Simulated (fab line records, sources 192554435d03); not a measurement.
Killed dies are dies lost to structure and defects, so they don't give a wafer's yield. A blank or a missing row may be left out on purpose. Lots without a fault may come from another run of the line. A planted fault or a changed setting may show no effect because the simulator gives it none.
Chamber matching | flow n5_finfet | N5_BEOL_M10_ILD_DEP_00 on pecvd-04: 3 sister chambers
The step deposits SiCOH lowk from DEMS/porogen, target thk 308.51 nm, time 58 s. 3 wafers are shown with their chamber, then 9 later ones without.

WAFERS WITH THEIR CHAMBER
wafer  | chamber | throttle_valve_pct (%)
L088.5 | 0       | 14.2
L090.5 | 1       | 13.4
L090.6 | 2       | 13.1

WAFERS WITHOUT THEIR CHAMBER
wafer  | throttle_valve_pct (%)
L093.2 | 13.0
L093.4 | 13.0
L093.6 | 13.9
L095.1 | 13.8
L095.3 | 13.2
L095.6 | 13.4
L096.1 | 13.3
L096.3 | 13.4
L096.4 | 14.2

WHICH CHAMBER EACH WENT THROUGH
wafer  | from the rows above          | in truth
L093.2 | can't be placed: 2 or 1      | 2
L093.4 | can't be placed: 2 or 1      | 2
L093.6 | can't be placed: 0 or 1      | 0
L095.1 | can't be placed: 0 or 1 or 2 | 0
L095.3 | can't be placed: 2 or 1      | 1
L095.6 | can't be placed: 1 or 2      | 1
L096.1 | can't be placed: 1 or 2      | 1
L096.3 | can't be placed: 1 or 2      | 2
L096.4 | 0                            | 0
Placed correctly: 1 of 9. Can't be placed from these rows: 8 (the true chamber is among the candidates in 8). Placed wrongly: 0.
How it was worked out, from the rows above alone: a wafer's distance from a chamber is the root of the sum, over the readings, of the square of ((its reading less the chamber's mean) divided by the reading's scatter). The wafer belongs to the nearest chamber; if the next one is less than 2 further off, it can't be placed. A chamber's mean is the mean of its shown wafers. The scatter: with one shown wafer a chamber, the root of the mean of the squares of how far each hidden wafer lies from its nearest shown one.
